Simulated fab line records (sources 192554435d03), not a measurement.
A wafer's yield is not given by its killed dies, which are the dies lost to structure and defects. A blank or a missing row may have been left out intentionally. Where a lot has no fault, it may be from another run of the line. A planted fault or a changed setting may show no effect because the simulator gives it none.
fab line records | flow n5-finfet
record: lots: 6 wafers: 18 last-day: 19
route steps=1938 shown PASSIVATION@1903
lots with no fault: from the same line, run without faults
start-h: start of the lot's first displayed wafer, in hours after the record's first day | wait-h: hours since the lot's step before | " same as the row above | L1.1+2: several wafers, shown together as one row | - either no value or no given start | * or withheld: withheld | < > ~ a bound
route shown NAME@n: NAME is a module with steps in the file, n the number in the route of the first one | usual: mean/standard deviation taken from wafers without a fault | same: alike in all rows | chamber/n: place in a boat | sites: per-site readings | _std_site: standard deviation of those values | _edge_site: inner sites' mean taken away from outer sites' mean | radius-mm: for every site, how far away it sits from the centre of the wafer | mask NAME#n: copy n | behind: tool/chamber where the wafer was last shaped | hold: reason for holding the lot/hours on hold/outcome of the hold | device: which transistor (n, p or np) failed to switch | end of line: tests run on the same wafers once the route is complete | a step without rows: its recipe alone | killed: dies lost to structure and defects at the first sort, not the wafer's yield | map: a wafer's dies, marking killed ones x, the rest . and places with no die _
set.NAME: the setting the step ran with; set.NAME@STEP: the setting that earlier step ran with | model.NAME: the simulator's own value behind a step, which no gauge read
lots seen at some steps along the route; tables by step, rows by wafer
services: the hour from which a tool's chamber was out of use, counted from the record's first day as start-h (under 0 if before that day), plus the number of hours and why
== steps ==
step: N5_PASSIVATION_DEVELOP_29
recipe: develop-time-s: 60 rinse-liquid: diw dry: air-spin dev-temp-c: 21
step: N5_PASSIVATION_HARDBAKE_31
recipe: temp-c: 130 time-s: 120
step: N5_PASSIVATION_CD_MEAS_30
recipe: target-cd-nm: 4000 landing-energy-ev: 500 detector: se-inlens polarity: opening
usual: cd-nm: 3998.6/1.7
same: landing-energy-ev: 500
columns lot.wafer tool chamber start-h wait-h cd-nm
L492.2 cd-sem-02 0 331.96 - 3999.0
L492.4 " 0 " " 4000.2
L492.5 " 0 " " 3999.5
L491.2 cd-sem-01 0 336.98 - 3999.2
L491.3 " 0 " " 3999.2
L491.6 " 0 " " 3998.9
L495.1 cd-sem-02 0 370.62 - 3998.7
L495.5 " 0 " " 3999.9
L495.6 " 0 " " 3998.8
L499.1 cd-sem-02 0 383.61 - 3999.7
L499.2 " 0 " " 3998.3
L499.3 " 0 " " 4000.3
L505.1 cd-sem-03 0 413.19 - 3997.7
L505.2 " 0 " " 3998.0
L505.5 " 0 " " 3999.9
L509.1 cd-sem-02 0 443.68 - 4000.2
L509.2 " 0 " " 3998.1
L509.6 " 0 " " 4000.3
step: N5_PASSIVATION_OVL_MEAS_63
recipe: points-per-wafer: 44
usual: PAD_OVL: 0/5.4
same: points-per-wafer: 44
columns lot.wafer tool chamber start-h wait-h PAD_OVL[nm]
L492.2 overlay-02 0 331.99 0.0 -1
L492.4 " 0 " " 3
L492.5 " 0 " " 1
L491.2 overlay-01 0 337.01 0.0 3
L491.3 " 0 " " -1
L491.6 " 0 " " 2
L495.1 overlay-02 0 370.66 0.0 4
L495.5 " 0 " " 7
L495.6 " 0 " " 5
L499.1 overlay-01 0 383.64 0.0 5
L499.2 " 0 " " 1
L499.3 " 0 " " 3
L505.1 overlay-01 0 413.22 0.0 -2
L505.2 " 0 " " -3
L505.5 " 0 " " -6
L509.1 overlay-01 0 443.71 0.0 -2
L509.2 " 0 " " -1
L509.6 " 0 " " -11
step: N5_PASSIVATION_INSPECT_64
recipe: mode: adi inspect-instrument: macro
usual: raw-defect-count: 1.9/1.4
columns lot.wafer tool chamber start-h wait-h raw-defect-count
L492.2 defect-inspect-02 - 332.01 0.0 3
L492.4 " - " " 0
L492.5 " - " " 3
L491.2 defect-inspect-02 - 337.03 0.0 2
L491.3 " - " " 1
L491.6 " - " " 1
L495.1 defect-inspect-01 - 370.68 0.0 3
L495.5 " - " " 6
L495.6 " - " " 2
L499.1 defect-inspect-01 - 383.67 0.0 3
L499.2 " - " " 1
L499.3 " - " " 2
L505.1 defect-inspect-01 - 413.25 0.0 3
L505.2 " - " " 1
L505.5 " - " " 0
L509.1 defect-inspect-02 - 443.74 0.0 3
L509.2 " - " " 0
L509.6 " - " " 4
step: N5_PASSIVATION_DESCUM_32
recipe: chemistry: O2 time-s: 7.9 source-power-w: 50 bias-power-w: 20 pressure-mtorr: 20 rf-frequency-hz: 2.712e+07 temp-c: 40 o2-flow-sccm: 225
usual: drypump-motor-current-A: 5.8/0.45 oes-product-au: 0.85/0.094 rf-vpp-V: 243.6/1.3 showerhead-plenum-p-Torr: 2.13/0.08 throttle-valve-pct: 20.33/0.26
columns lot.wafer tool chamber start-h wait-h drypump-motor-current-A oes-product-au rf-hours-counter-h rf-vpp-V showerhead-plenum-p-Torr throttle-valve-pct
L492.2 rie-diel-02 3 332.46 0.4 4.9 0.95 13 242.7 2.03 19.94
L492.4 " 0 " " 5.8 0.89 - 244.0 2.23 20.14
L492.5 " 3 " " 4.9 0.95 - 241.6 2.04 19.96
L491.2 rie-diel-05 3 348.27 11.2 6.1 0.70 223 242.3 2.05 20.53
L491.3 " 2 " " 5.5 1.00 0 244.1 2.17 20.04
L491.6 " 1 " " 6.5 0.90 - 245.7 2.21 20.31
L495.1 rie-diel-04 0 370.79 0.1 5.6 0.74 152 240.8 2.01 20.18
L495.5 " 1 " " 5.3 0.90 - 244.5 2.16 20.77
L495.6 " 2 " " 6.1 1.00 - 245.1 2.23 19.94
L499.1 rie-diel-05 3 383.70 0.0 6.1 0.70 238 242.0 2.05 20.55
L499.2 " 2 " " 5.5 0.93 14 244.2 2.16 20.08
L499.3 " 0 " " 5.6 0.94 17 242.3 2.06 20.58
L505.1 rie-diel-02 2 413.28 0.0 6.4 0.74 154 244.0 2.20 20.57
L505.2 " 1 " " 5.8 0.93 16 243.2 2.14 20.29
L505.5 " 1 " " 5.8 0.93 - 243.2 2.14 20.28
L509.1 rie-diel-02 1 443.77 0.0 5.8 0.90 28 243.2 2.14 20.32
L509.2 " 0 " " 5.8 0.81 90 245.8 2.21 20.22
L509.6 " 3 " " 4.9 0.86 - 241.4 2.02 20.03
step: N5_PASSIVATION_AL_ETCH_33
recipe: chemistry: Cl2/BCl3 target-depth-a: 28000 over-etch-frac: 0.15 Cl2_flow_sccm: 180 bcl3-flow-sccm: 60 target: Al stop-on: TaN time-s: 466.7 ion-energy-ev: 100 pressure-mtorr: 10 icp-w: 900 bias-w: 100
usual: drypump-motor-current-A: 5.5/0.42 oes-product-au: 0.72/0.1 throttle-valve-pct: 34.45/0.25
columns lot.wafer tool chamber start-h wait-h drypump-motor-current-A oes-product-au rf-hours-counter-h throttle-valve-pct
L492.2 rie-metal-02 0 332.58 0.1 5.2 0.86 4 34.32
L492.4 " 0 " " 5.1 0.87 - 34.29
L492.5 " 1 " " 6.1 0.72 - 34.61
L491.2 rie-metal-03 0 348.45 0.1 5.2 0.61 98 34.72
L491.3 " 1 " " 5.1 0.60 - 34.27
L491.6 " 0 " " 5.2 0.61 - 34.73
L495.1 rie-metal-02 0 370.87 0.1 5.1 0.85 7 34.28
L495.5 " 0 " " 5.2 0.84 - 34.28
L495.6 " 1 " " 6.1 0.71 - 34.62
L499.1 rie-metal-03 0 383.79 0.1 5.2 0.59 102 34.75
L499.2 " 1 " " 5.1 0.59 105 34.30
L499.3 " 0 " " 5.2 0.59 - 34.78
L505.1 rie-metal-03 1 413.37 0.1 5.1 0.87 2 34.16
L505.2 " 1 " " 5.1 0.87 - 34.15
L505.5 " 1 " " 5.1 0.87 - 34.16
L509.1 rie-metal-01 0 443.86 0.1 6.1 0.81 6 33.95
L509.2 " 1 " " 5.4 0.66 63 34.67
L509.6 " 1 " " 5.4 0.66 - 34.67
step: N5_PASSIVATION_ETCH_59
recipe: chemistry: Cl2/BCl3 target: TaN target-depth-a: 650 time-s: 34.9 ion-energy-ev: 100 pressure-mtorr: 10 icp-w: 900 bias-w: 100 Cl2_flow_sccm: 60 bcl3-flow-sccm: 30
usual: drypump-motor-current-A: 5.5/0.42 oes-product-au: 0.79/0.11 throttle-valve-pct: 21.21/0.23
columns lot.wafer tool chamber start-h wait-h drypump-motor-current-A oes-product-au rf-hours-counter-h throttle-valve-pct
L492.2 rie-metal-02 0 332.98 0.3 5.1 0.93 4 21.15
L492.4 " 0 " " 5.1 0.93 - 21.16
L492.5 " 1 " " 6.2 0.78 - 21.28
L491.2 rie-metal-03 0 348.85 0.3 5.2 0.67 99 21.52
L491.3 " 1 " " 5.1 0.67 - 21.06
L491.6 " 0 " " 5.2 0.67 - 21.52
L495.1 rie-metal-02 0 371.27 0.3 5.1 0.91 8 21.16
L495.5 " 0 " " 5.1 0.92 - 21.14
L495.6 " 1 " " 6.0 0.77 - 21.30
L499.1 rie-metal-03 0 384.19 0.3 5.2 0.66 103 21.52
L499.2 " 1 " " 5.1 0.67 106 21.05
L499.3 " 0 " " 5.2 0.66 - 21.53
L505.1 rie-metal-03 1 414.17 0.7 5.1 0.97 2 20.82
L505.2 " 1 " " 5.1 0.98 - 20.80
L505.5 " 1 " " 5.1 0.97 - 20.81
L509.1 rie-metal-01 0 444.26 0.3 6.1 0.90 6 20.81
L509.2 " 1 " " 5.4 0.73 63 21.46
L509.6 " 1 " " 5.4 0.74 - 21.47
step: N5_PASSIVATION_STRIP_34
recipe: chemistry: O2 power-w: 600 temp-c: 60 pressure-mtorr: 30 rf-frequency-hz: 6e+07 bias-power-w: 0 overash-fraction: 2 o2-flow-sccm: 225
usual: drypump-motor-current-A: 5.8/0.4 oes-product-au: 0.84/0.093 rf-vpp-V: 3.8/1.4 showerhead-plenum-p-Torr: 2.12/0.081 throttle-valve-pct: 16.60/0.23
columns lot.wafer tool chamber start-h wait-h drypump-motor-current-A oes-product-au rf-hours-counter-h rf-vpp-V showerhead-plenum-p-Torr throttle-valve-pct
L492.2 rie-diel-05 3 333.09 0.1 6.1 0.73 222 3.8 2.06 16.80
L492.4 " 0 " " 5.5 0.98 - 5.7 2.07 16.69
L492.5 " 1 " " 6.5 0.91 - 3.7 2.21 16.49
L491.2 rie-diel-04 0 349.09 0.2 5.6 0.73 142 3.2 2.01 16.45
L491.3 " 3 " " 5.8 0.93 11 3.6 2.15 16.83
L491.6 " 2 " " 6.0 0.70 - 4.8 1.97 16.61
L495.1 rie-diel-02 2 371.39 0.1 6.4 0.74 137 1.0 2.21 16.82
L495.5 " 1 " " 5.8 0.96 - 2.1 2.15 16.49
L495.6 " 2 " " 6.4 0.77 - 3.4 2.21 16.76
L499.1 rie-diel-04 3 384.41 0.2 5.8 0.92 25 2.9 2.15 16.83
L499.2 " 0 " " 5.6 0.72 156 7.6 2.01 16.51
L499.3 " 1 " " 5.3 0.91 24 3.1 2.16 16.88
L505.1 rie-diel-05 2 414.38 0.2 5.5 0.94 21 3.5 2.17 16.25
L505.2 " 0 " " 5.5 0.90 29 3.1 2.06 16.76
L505.5 " 1 " " 6.5 0.85 - 1.1 2.20 16.58
L509.1 rie-diel-04 2 444.38 0.1 6.0 0.93 28 1.8 2.22 16.21
L509.2 " 3 " " 5.7 0.84 47 5.9 2.14 16.86
L509.6 " 2 " " 6.1 0.90 - 4.5 2.22 16.22
step: N5_PASSIVATION_STRIP_51
recipe: chemistry: post-etch-residue-remover time-s: 1200 temp-c: 72.5
step: N5_PASSIVATION_CLEAN_69
recipe: chemistry: IPA time-s: 180 temp-c: 25
step: N5_PASSIVATION_SRD_70
recipe: dry: ipa-marangoni time-s: 30 temp-c: 23 rinse-liquid: diw
step: N5_PASSIVATION_PECVD_53
recipe: material: SiO2 target-thk-a: 8000 temp-c: 400 precursor: TEOS/O2 pressure-torr: 6.5 rf-w: withheld teos-flow-sccm: withheld gas: O2 flow-sccm: 2650 time-s: 169.4
usual: susceptor-temp-C: 400.02/0.22
columns lot.wafer tool chamber start-h wait-h susceptor-temp-C model.SiO2_of_PASSIVATION_PECVD_53.thk-nm
L492.2 pecvd-04 2 333.60 0.0 399.44 801.4
L492.4 " 0 " " 399.90 822.6
L492.5 " 2 " " 399.87 815
L491.2 pecvd-02 0 349.59 0.0 400.14 773.2
L491.3 " 1 " " 400.23 786.2
L491.6 " 2 " " 400.03 811.6
L495.1 pecvd-04 2 371.89 0.0 392.60 838.8
L495.5 " 1 " " 392.73 837.4
L495.6 " 0 " " 392.53 861.6
L499.1 pecvd-04 0 384.91 0.0 393.11 829.4
L499.2 " 2 " " 392.35 831
L499.3 " 0 " " 392.57 848.2
L505.1 pecvd-01 1 414.88 0.0 399.87 796
L505.2 " 0 " " 400.44 803
L505.5 " 2 " " 399.79 816.2
L509.1 pecvd-02 2 444.88 0.0 399.88 806.2
L509.2 " 1 " " 400.08 804.4
L509.6 " 2 " " 399.92 810.6
step: N5_PASSIVATION_PECVD_35
recipe: material: SiNx target-thk-a: 7000 temp-c: 400 precursor: SiH4/NH3/N2 pressure-torr: 4.9 rf-w: 1406 time-s: 151.3
usual: heater-power-w: 341/90 showerhead-plenum-p-Torr: 8.67/0.075 susceptor-temp-C: 400.01/0.24 throttle-valve-pct: 29.6/1.3
columns lot.wafer tool chamber start-h wait-h heater-power-w showerhead-plenum-p-Torr susceptor-temp-C throttle-valve-pct
L492.2 pecvd-04 2 333.71 0.1 273 8.67 400.16 27.9
L492.4 " 0 " " 293 8.63 400.27 29.1
L492.5 " 2 " " 288 8.65 400.17 28.4
L491.2 pecvd-02 0 349.70 0.1 357 8.55 399.87 30.6
L491.3 " 1 " " 286 8.68 400.45 31.4
L491.6 " 2 " " 288 8.63 400.28 29.1
L495.1 pecvd-04 2 372.00 0.1 272 8.66 400.28 28.0
L495.5 " 1 " " 310 8.79 399.98 29.7
L495.6 " 0 " " 255 8.67 400.40 29.2
L499.1 pecvd-04 0 385.08 0.1 299 8.62 399.96 29.0
L499.2 " 2 " " 282 8.65 399.82 28.0
L499.3 " 0 " " 307 8.65 399.94 29.3
L505.1 pecvd-01 1 414.99 0.1 339 8.72 399.88 29.7
L505.2 " 0 " " 530 8.75 400.02 30.8
L505.5 " 2 " " 420 8.79 399.93 27.3
L509.1 pecvd-02 2 444.99 0.1 325 8.63 399.99 29.4
L509.2 " 1 " " 356 8.67 400.03 31.5
L509.6 " 2 " " 344 8.62 400.03 29.2
step: N5_PASSIVATION_PROBE_49
usual: defect-limited-yield: 91.6/1.4 killed_at_M0_to_M3: 35/10 killed_at_M4_up: 13/4.8 killed-at-contacts: 12/7.2 killed-at-front-end: 36/12 killed-at-other: 4/3.1 killed-dies: 100/17 killed-open: 66/13 killed-short: 32/7.3 sort_bin_5_function: 5.0/0.94 sort_bin_6_memory: 3.1/0.67 sort_bin_8_speed: 0.01/0.047 sort-n-pass: 1080/17 sort-yield-pct: 91.6/1.4
same: gross-dies: 1180 killed-at-back-side: 0 sort_bin_4_leakage[%]: 0
columns lot.wafer tool chamber start-h wait-h defect-limited-yield[%] killed_at_M0_to_M3 killed_at_M4_up killed-at-contacts killed-at-front-end killed-at-other killed-dies killed-open killed-short sort_bin_5_function[%] sort_bin_6_memory[%] sort_bin_8_speed[%] sort-n-pass sort-yield-pct[%]
L495.1 prober-02 - 375.70 0.0 92.1 26 16 8 23 20 93 46 27 5.2 2.3 0 1087 92.1
L495.5 prober-02 - 375.90 0.2 92.8 28 11 8 20 18 85 43 24 4.9 1.9 0 1095 92.8
L495.6 prober-02 - 375.95 0.3 92.1 35 6 4 34 14 93 53 21 5.2 1.6 0 1087 92.1
L499.1 prober-01 - 389.01 0.0 90.1 30 16 13 47 11 117 75 34 5.8 3.5 0 1063 90.1
L499.2 prober-01 - 389.06 0.1 90.6 31 11 9 43 17 111 70 28 5.7 3.4 0 1069 90.6
L499.3 prober-01 - 389.11 0.1 88.6 36 16 15 44 23 134 74 37 7.5 3.4 0.08 1046 88.6
killed by level:class
L495.1 PASSIVATION:area-pecvd=18 BEOL_M2:geometric-particle:open=12 BEOL_M4:geometric-particle:open=6 MOL_CONTACT_COAG:geometric-particle:open=6 BEOL_M4:geometric-particle:short=5 BEOL_M3:geometric-particle:open=4 STARTING-WAFER:geometric-particle:short=4 FIN_SAQP:geometric-particle:short=3
L495.5 PASSIVATION:area-pecvd=18 BEOL_M0_SAQP:geometric-particle:open=7 MOL_CONTACT_COAG:geometric-particle:open=6 BEOL_M1:geometric-particle:open=6 BEOL_M0_SAQP:geometric-particle:short=5 BEOL_M4:geometric-particle:open=4 STARTING-WAFER:geometric-particle:short=4 FIN_SAQP:geometric-particle:open=3
L495.6 PASSIVATION:area-pecvd=13 BEOL_M2:geometric-particle:open=11 STI_FIN_REVEAL:geometric-particle:open=10 BEOL_M3:geometric-particle:open=9 BEOL_M0_SAQP:geometric-particle:short=6 HKMG_FIN:area-etch=6 STARTING-WAFER:geometric-particle:open=4 FIN_SAQP:geometric-particle:open=3
L499.1 MOL_CONTACT_COAG:geometric-particle:open=12 FIN_SAQP:geometric-particle:open=10 BEOL_M1:geometric-particle:open=10 PASSIVATION:area-pecvd=7 FIN_SAQP:geometric-particle:short=6 STI_FIN_REVEAL:geometric-particle:open=6 STARTING-WAFER:geometric-particle:short=6 BEOL_M0_SAQP:geometric-particle:open=6
L499.2 PASSIVATION:area-pecvd=13 BEOL_M1:geometric-particle:open=11 STI_FIN_REVEAL:geometric-particle:open=9 FIN_SAQP:geometric-particle:short=6 FIN_SAQP:geometric-particle:open=6 BEOL_M2:geometric-particle:open=6 STARTING-WAFER:geometric-particle:open=6 MOL_CONTACT_COAG:geometric-particle:open=5
L499.3 PASSIVATION:area-pecvd=19 FIN_SAQP:geometric-particle:open=13 MOL_CONTACT_COAG:geometric-particle:open=10 FIN_SAQP:geometric-particle:short=8 BEOL_M1:geometric-particle:open=7 BEOL_M2:geometric-particle:open=7 STI_FIN_REVEAL:geometric-particle:open=6 BEOL_M0_SAQP:geometric-particle:short=6
map L495.1 (x killed, . not)
_________________............________________
______________.....x............_____________
___________.......................x__________
__________.......x.....x............_________
________.......x......................_______
_______..........x.....................______
______.....................x........x..._____
_____...x................................____
____....x.................xx............x.___
___.x.................x....................__
___........x..x...x...............x..x....x__
__....x.......x...x.x..........x............_
__......................x........xx........._
_............................x..x....xx......
_...................x.................x....x.
_..............x......x......................
_..x..........x...x.x.x............x.......x.
_......x....xx...x.x........x................
_.....................xx.....................
_.......x.......x..xx........xx..............
_.............x...x..x..x....................
__............x......xx..xx................._
__..........x..................x............_
___..x......x..x...................x....x..__
___.x...........................x...x......__
____......................................___
_____....................................____
______............................x....._____
_______........x..x...........x...xx...______
________........x....................._______
__________....x......x....x........x_________
___________.....x...............x.x__________
______________.....x............_____________
_________________............________________
map L499.3 (x killed, . not)
_________________...x........________________
______________x.x.........x...x._____________
___________.......x...........x....__________
__________...x....x.............xx.._________
________...x......x............x......_______
_______................x.............x.______
______x.......x...x...x................._____
_____....x...x.....x............x........____
____............x..xx..............xxx....___
___.......x..x....................x........__
___.x............x.x.......x..............x__
__x.....x.xx......x....x.................x.._
__.............x........x..................._
_.......x........xx..xx.x.........x.........x
_................xx.xx..xx.........x....x...x
_....x..............x.....x........x.x.....x.
_.........x.x.........x................x.....
_.....x...........x...xxx...x............x...
_.x............x...xx.......x.......x........
_...........................x................
_.............x..x.....x...........x.........
__..............x.x.x.....................x._
__.x..........x...x.xx................x....._
___x........x............x.................__
___x.....x............x..........x.......x.__
____................x.xxx.......x......x..___
_____.......x.x..........................____
______..........x......................._____
_______..............x........x........______
________..x........x...x..........x..._______
__________.........................._________
___________........x......x..x.xx..__________
______________..x....x.x........_____________
_________________........x...________________
== services ==
columns tool chamber start-h hours kind
rie-diel-04 - 328.22 20.3 repair
rie-diel-02 2 329.23 17.8 repair
rie-diel-05 - 333.67 14.6 pm
pecvd-01 - 353.31 0.8 repair
rie-diel-05 0 359.71 4.8 repair
rie-diel-04 3 360.47 4.1 repair
rie-diel-02 1 377.18 19.5 repair
pecvd-04 1 383.62 - clean
pecvd-04 1 383.62 - consumable-replace:showerhead
pecvd-04 1 383.62 29.0 scheduled-down
pecvd-04 1 383.62 29.0 vent-cycle
rie-metal-03 1 385.20 - clean
rie-metal-03 1 385.20 16.9 scheduled-down
rie-metal-03 1 385.20 16.9 vent-cycle
pecvd-02 0 388.25 6.3 repair
rie-diel-04 1 399.45 5.4 repair
rie-metal-03 0 402.09 - clean
pecvd-02 - 404.61 0.9 repair
pecvd-01 - 409.82 2.8 pm
rie-diel-02 3 410.07 7.9 repair
pecvd-02 - 416.50 0.8 repair
rie-diel-05 0 420.52 6.9 repair
rie-diel-05 3 444.39 2.5 repair
rie-diel-05 2 444.75 4.2 repair
== key ==
first-sign: step: N5_PASSIVATION_PECVD_53 reading: susceptor-temp-C direction: down sigmas: 33 usual: * struck: *
effect: step: N5_PASSIVATION_PROBE_49 reading: killed-at-other direction: up sigmas: 4.3 usual: 4 struck: 17
model-effect: step: N5_PASSIVATION_PECVD_53 value: SiO2_of_PASSIVATION_PECVD_53.thk-nm without: 801.9 struck: 841.1
met-at N5_PASSIVATION_PECVD_53
struck-wafers L495.1,L495.5,L495.6,L499.1,L499.2,L499.3
onset-between 333.60 371.89
fault: kind: process-parameter-drift tool: pecvd-04 chamber: - onset-h: 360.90 steps: N5_PASSIVATION_PECVD_53 channel: temp-c offset: * shape: step end-h: 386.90 acts-in: * stated: *
